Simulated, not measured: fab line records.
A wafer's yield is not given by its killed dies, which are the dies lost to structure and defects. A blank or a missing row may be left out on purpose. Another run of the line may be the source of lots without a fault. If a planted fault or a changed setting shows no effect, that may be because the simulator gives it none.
Matching of chambers | flow nandHarc | NHARC_A_WL_FILL_ALD_02 on aldMetal-02: 4 sister chambers
The step deposits TiN, target thk 2 nm, pulse time 3 s, ald cycles 100. 8 wafers are shown with their chamber, then 9 later ones without.

## WAFERS, EACH WITH ITS CHAMBER
wafer  | chamber | heaterPowerW (W) | precursorPulseHeightRel
L083.4 | 0       | 1060             | 1.015
L085.1 | 0       | 1074             | 0.962
L086.2 | 3       | 1099             | 1.019
L086.4 | 1       | 1112             | 1.017
L086.6 | 2       | 986              | 0.988
L089.1 | 3       | 1123             | 0.993
L089.2 | 1       | 1060             | 1.031
L089.4 | 2       | 1009             | 1.008

## WAFERS WHOSE CHAMBER IS MISSING
wafer  | heaterPowerW (W) | precursorPulseHeightRel
L093.1 | 992              | 1.008
L093.4 | 1053             | 0.979
L093.6 | 1064             | 1.010
L091.4 | 1055             | 1.003
L091.5 | 975              | 0.979
L091.6 | 1062             | 1.000
L094.2 | 1077             | 1.003
L094.3 | 999              | 0.979
L094.5 | 1129             | 0.998

## EACH ONE'S CHAMBER
wafer  | from the rows above               | in truth
L093.1 | 2                                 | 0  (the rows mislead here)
L093.4 | can't be placed: 0 or 1 or 2      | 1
L093.6 | can't be placed: 0 or 1 or 3      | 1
L091.4 | can't be placed: 0 or 1 or 3 or 2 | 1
L091.5 | 2                                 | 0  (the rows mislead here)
L091.6 | can't be placed: 0 or 1 or 3      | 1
L094.2 | can't be placed: 0 or 1 or 3      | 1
L094.3 | 2                                 | 2
L094.5 | can't be placed: 3 or 1 or 0      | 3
Correct placement for 1 of the 9. These rows do not allow placing 6 (true chamber among the candidates in 6). 2 placed wrongly.
How it was worked out, from the rows above alone: a wafer's distance from a chamber is the root of the sum, over the readings, of the square of ((its reading less the chamber's mean) divided by the reading's scatter). If the next closest chamber is less than 2 further off than the closest, the wafer can't be placed; otherwise it belongs to the closest. For every chamber, the mean is computed from those of its wafers that are shown. The scatter is the square root of a quotient: the sum, over the shown wafers, of each reading's squared deviation from its chamber's mean, divided by wafers minus chambers.
